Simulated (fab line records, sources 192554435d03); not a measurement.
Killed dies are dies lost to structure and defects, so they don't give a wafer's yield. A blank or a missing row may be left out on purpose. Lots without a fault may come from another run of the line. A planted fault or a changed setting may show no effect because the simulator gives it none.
Which tool did it? | flow n5_finfet | 24 lots, 72 wafers sampled, at 5 steps of a route of 1938

WHAT THE GAUGES READ, wafer by wafer
N5_BEOL_M7_INSPECT_30: inspects for defects (brightfield).
lot  | measured     | on                | raw_defect_count
L074 | day 8 15:48  | defect_inspect-01 | 370 415 237
L076 | day 9 03:47  | defect_inspect-01 | 489 485 449
L075 | day 9 14:07  | defect_inspect-02 | 425 360 416
L077 | day 10 00:43 | defect_inspect-02 | 390 487 412
L078 | day 10 11:16 | defect_inspect-01 | 277 277 366
L079 | day 10 21:44 | defect_inspect-01 | 405 580 510
L080 | day 11 01:23 | defect_inspect-02 | 563 475 440
L083 | day 11 12:38 | defect_inspect-02 | 476 520 535
L081 | day 11 20:23 | defect_inspect-02 | 341 380 300
L082 | day 11 23:43 | defect_inspect-02 | 369 283 352
L084 | day 12 11:46 | defect_inspect-01 | 514 324 429
L085 | day 12 17:28 | defect_inspect-01 | 441 412 397
L086 | day 12 23:46 | defect_inspect-02 | 370 455 343
L089 | day 12 23:56 | defect_inspect-01 | 428 350 466
L087 | day 13 08:59 | defect_inspect-01 | 457 501 334
L088 | day 13 10:50 | defect_inspect-01 | 588 501 493
L090 | day 13 17:55 | defect_inspect-02 | 686 442 797
L092 | day 13 21:34 | defect_inspect-01 | 337 327 346
L093 | day 14 01:00 | defect_inspect-01 | 423 398 321
L091 | day 14 03:53 | defect_inspect-01 | 452 350 359
L094 | day 14 20:22 | defect_inspect-01 | 609 514 712
L095 | day 14 20:25 | defect_inspect-01 | 411 476 421
L097 | day 15 09:15 | defect_inspect-02 | 379 400 453
L096 | day 15 23:23 | defect_inspect-01 | 455 389 416

N5_BEOL_M7_THK_MEAS_53: measures by xrf.
lot  | measured     | on            | M7_THK (nm)
L074 | day 8 20:25  | film_metro-02 | 79.8 78.7 80.8
L076 | day 9 07:41  | film_metro-01 | 83.6 81.5 80.1
L075 | day 9 18:25  | film_metro-02 | 86.0 82.3 84.2
L077 | day 10 04:06 | film_metro-01 | 84.3 82.4 80.7
L078 | day 10 14:07 | film_metro-01 | 85.0 80.6 85.3
L079 | day 11 01:20 | film_metro-01 | 83.4 82.2 80.3
L080 | day 11 04:46 | film_metro-02 | 79.2 81.6 77.8
L083 | day 11 15:22 | film_metro-01 | 82.3 81.4 85.1
L081 | day 12 00:46 | film_metro-01 | 80.2 79.9 84.0
L082 | day 12 03:58 | film_metro-01 | 83.7 78.6 85.3
L084 | day 12 14:25 | film_metro-02 | 81.8 82.2 78.8
L085 | day 12 20:14 | film_metro-02 | 79.8 81.7 81.3
L086 | day 13 02:52 | film_metro-01 | 83.8 81.8 85.0
L089 | day 13 04:37 | film_metro-01 | 83.7 84.9 85.0
L087 | day 13 12:43 | film_metro-01 | 82.9 84.2 81.6
L088 | day 13 15:17 | film_metro-01 | 83.3 83.0 80.8
L090 | day 13 20:47 | film_metro-01 | 79.6 82.0 83.9
L092 | day 14 00:19 | film_metro-01 | 82.2 79.7 79.7
L093 | day 14 03:28 | film_metro-02 | 84.3 80.3 80.1
L091 | day 14 07:17 | film_metro-01 | 81.9 79.8 78.5
L094 | day 15 00:50 | film_metro-01 | 82.0 81.8 82.2
L095 | day 15 01:07 | film_metro-02 | 77.5 79.7 82.1
L097 | day 15 12:38 | film_metro-02 | 80.7 81.5 80.0
L096 | day 16 04:18 | film_metro-02 | 80.5 80.0 82.1

N5_BEOL_M8_CD_MEAS_18: pitch 80 nm, target cd 40 nm.
lot  | measured     | on        | cd_nm (nm)
L074 | day 9 00:00  | cd_sem-03 | 40.3 40.1 40.1
L076 | day 9 12:43  | cd_sem-02 | 40.3 39.9 40.6
L075 | day 9 22:16  | cd_sem-03 | 40.7 41.3 40.9
L077 | day 10 07:01 | cd_sem-03 | 40.0 40.5 40.4
L078 | day 10 18:01 | cd_sem-03 | 40.1 40.4 40.1
L079 | day 11 03:39 | cd_sem-02 | 39.9 40.2 40.5
L080 | day 11 09:34 | cd_sem-02 | 40.2 39.8 39.4
L083 | day 11 18:10 | cd_sem-02 | 39.9 40.1 40.7
L081 | day 12 04:21 | cd_sem-01 | 39.9 40.9 40.0
L082 | day 12 07:17 | cd_sem-02 | 39.8 40.5 39.9
L084 | day 12 17:17 | cd_sem-01 | 40.1 40.2 40.8
L085 | day 12 22:49 | cd_sem-02 | 40.4 40.2 40.1
L086 | day 13 05:26 | cd_sem-03 | 39.9 39.7 39.3
L089 | day 13 07:31 | cd_sem-01 | 39.7 39.7 39.7
L087 | day 13 16:06 | cd_sem-02 | 40.3 40.2 40.6
L088 | day 13 17:29 | cd_sem-02 | 40.2 40.8 40.6
L090 | day 13 23:45 | cd_sem-02 | 39.9 39.7 40.3
L092 | day 14 03:35 | cd_sem-01 | 40.9 41.0 41.1
L093 | day 14 05:50 | cd_sem-01 | 39.9 39.8 40.1
L091 | day 14 10:43 | cd_sem-02 | 40.5 39.9 40.5
L094 | day 15 03:05 | cd_sem-03 | 40.3 40.2 40.5
L095 | day 15 04:24 | cd_sem-03 | 40.0 39.8 39.8
L097 | day 15 15:13 | cd_sem-01 | 40.8 40.7 40.4
L096 | day 16 06:52 | cd_sem-01 | 40.7 40.4 39.8

N5_BEOL_M8_OVL_MEAS_29.
lot  | measured     | on         | V7_OVL (nm)
L074 | day 9 03:37  | overlay-01 | 0.9 0.2 0.5
L076 | day 9 14:06  | overlay-02 | 1.7 0.6 0.9
L075 | day 9 22:40  | overlay-01 | -0.4 -0.5 -0.3
L077 | day 10 08:43 | overlay-02 | -0.1 -0.4 0.5
L078 | day 10 21:33 | overlay-02 | 0.5 0.2 0.6
L079 | day 11 07:08 | overlay-02 | -0.9 -0.6 0.3
L080 | day 11 12:32 | overlay-01 | 0.1 0.4 0.4
L083 | day 11 20:20 | overlay-02 | -0.7 -0.9 -0.3
L081 | day 12 07:10 | overlay-01 | 0.4 0.1 -0.2
L082 | day 12 08:08 | overlay-02 | 0.6 -0.4 0.0
L084 | day 12 17:45 | overlay-02 | -0.5 0.4 -0.5
L085 | day 12 23:49 | overlay-01 | 0.0 -0.1 -0.8
L086 | day 13 09:09 | overlay-02 | 1.0 0.3 0.1
L089 | day 13 08:58 | overlay-02 | 0.7 -0.3 0.1
L087 | day 13 17:37 | overlay-02 | -0.8 -0.8 0.0
L088 | day 13 17:50 | overlay-01 | 1.0 -0.6 -0.1
L090 | day 14 00:53 | overlay-01 | 0.1 -0.3 0.3
L092 | day 14 04:03 | overlay-01 | 0.6 -0.3 0.3
L093 | day 14 06:22 | overlay-01 | 0.5 -0.4 0.1
L091 | day 14 11:04 | overlay-02 | -1.2 -0.4 -0.5
L094 | day 15 04:41 | overlay-01 | 0.0 0.1 -0.2
L095 | day 15 04:52 | overlay-01 | 0.6 0.7 0.3
L097 | day 15 15:34 | overlay-01 | 0.9 -0.8 0.0
L096 | day 16 10:04 | overlay-01 | 0.1 -0.2 0.1

WHICH TOOL RAN EACH LOT (tool, then ch and the chambers of the sampled wafers, then the start)
lot  | N5_BEOL_M7_DESCUM_33
L074 | rie_diel-06 ch 0,1, day 8 15:50
L076 | rie_diel-03 ch 0,1,3, day 9 03:49
L075 | rie_diel-06 ch 0,1,3, day 9 14:10
L077 | rie_diel-03 ch 0,2,3, day 10 00:44
L078 | rie_diel-06 ch 0,2,3, day 10 11:19
L079 | rie_diel-03 ch 0,2,3, day 10 21:46
L080 | rie_diel-03 ch 2,3, day 11 01:25
L083 | rie_diel-05 ch 0,2,3, day 11 12:44
L081 | rie_diel-05 ch 1,2, day 11 20:25
L082 | rie_diel-05 ch 0,1,2, day 11 23:47
L084 | rie_diel-03 ch 1,2,3, day 12 11:48
L085 | rie_diel-05 ch 1,2,3, day 12 17:30
L086 | rie_diel-05 ch 1,2,3, day 12 23:48
L089 | rie_diel-06 ch 1,2, day 13 00:12
L087 | rie_diel-06 ch 0,2, day 13 09:01
L088 | rie_diel-06 ch 1,2,3, day 13 10:52
L090 | rie_diel-06 ch 0,2,3, day 13 17:57
L092 | rie_diel-05 ch 0,2,3, day 13 21:36
L093 | rie_diel-06 ch 0,3, day 14 01:02
L091 | rie_diel-03 ch 1,2,3, day 14 03:59
L094 | rie_diel-03 ch 0,1,3, day 14 20:38
L095 | rie_diel-06 ch 0,1,3, day 14 20:56
L097 | rie_diel-05 ch 0,1,2, day 15 09:17
L096 | rie_diel-06 ch 0,2,3, day 15 23:33
- N5_BEOL_M7_DESCUM_33: chemistry O2, time 7 s.

WHAT THE TOOLS THEMSELVES READ (means of the sampled wafers that have a number; where no wafer has one, the mark that the record gives instead)
N5_BEOL_M7_DESCUM_33.
lot  | tool        | drypump_motor_current_A (A) | oes_product_au (a.u.) | rf_vpp_V (V) | showerhead_plenum_p_Torr (Torr) | throttle_valve_pct (%)
L074 | rie_diel-06 | 5.6                         | 0.89                  | 244.7        | 2.18                            | 20.36
L076 | rie_diel-03 | 5.6                         | 0.83                  | 242.7        | 2.08                            | 20.34
L075 | rie_diel-06 | 5.4                         | 0.89                  | 243.2        | 2.12                            | 20.42
L077 | rie_diel-03 | 5.8                         | 0.78                  | 243.4        | 2.10                            | 20.32
L078 | rie_diel-06 | 5.5                         | 0.82                  | 242.3        | 2.08                            | 20.53
L079 | rie_diel-03 | 5.8                         | 0.78                  | 243.5        | 2.09                            | 20.33
L080 | rie_diel-03 | 5.6                         | 0.71                  | 243.8        | 2.13                            | 20.33
L083 | rie_diel-05 | 5.4                         | 0.74                  | 243.3        | 2.08                            | 20.54
L081 | rie_diel-05 | 5.5                         | 0.81                  | 243.1        | 2.07                            | 20.56
L082 | rie_diel-05 | 5.2                         | 0.77                  | 242.6        | 2.06                            | 20.55
L084 | rie_diel-03 | 5.4                         | 0.74                  | 242.7        | 2.11                            | 20.37
L085 | rie_diel-05 | 5.4                         | 0.79                  | 242.0        | 2.07                            | 20.39
L086 | rie_diel-05 | 5.4                         | 0.79                  | 243.2        | 2.07                            | 20.40
L089 | rie_diel-06 | 5.8                         | 0.81                  | 243.5        | 2.14                            | 20.46
L087 | rie_diel-06 | 5.5                         | 0.72                  | 243.2        | 2.07                            | 20.67
L088 | rie_diel-06 | 5.6                         | 0.85                  | 243.7        | 2.12                            | 20.41
L090 | rie_diel-06 | 5.5                         | 0.79                  | 242.8        | 2.07                            | 20.56
L092 | rie_diel-05 | 5.4                         | 0.73                  | 242.8        | 2.08                            | 20.57
L093 | rie_diel-06 | 5.3                         | 0.77                  | 242.3        | 2.06                            | 20.62
L091 | rie_diel-03 | 5.4                         | 0.73                  | 243.6        | 2.11                            | 20.37
L094 | rie_diel-03 | 5.6                         | 0.77                  | 242.9        | 2.07                            | 20.39
L095 | rie_diel-06 | 5.4                         | 0.82                  | 244.4        | 2.11                            | 20.48
L097 | rie_diel-05 | 5.2                         | 0.85                  | 242.5        | 2.05                            | 20.46
L096 | rie_diel-06 | 5.4                         | 0.87                  | 242.7        | 2.06                            | 20.45

THE ANSWER, worked out from the rows above alone
Rule: what is usual is taken from the lots themselves. Put in order of their means at a reading, lots are off if they are a third of the lots or fewer, leave a main group of 4 or more, and stand apart from it by a gap of 3 or more times the standard deviation of the main group's means; of several such gaps the widest counts. A main group whose means are all the same, to the digits that the tables above print for the reading, isn't used. A lot without any number at a reading at which 4 lots or more have one is off too. The other lots that the step has rows for count as sound. The gauges are gone through in route order, then the tools' own readings, and for those a lot's mean is taken as printed above. The first step at which some lot is off is used, and at that step the reading that is off furthest; a lot without a number counts as furthest.
No lot is off at any reading shown: from this, nothing can be told.

WHAT THE SIMULATOR HAD PUT IN
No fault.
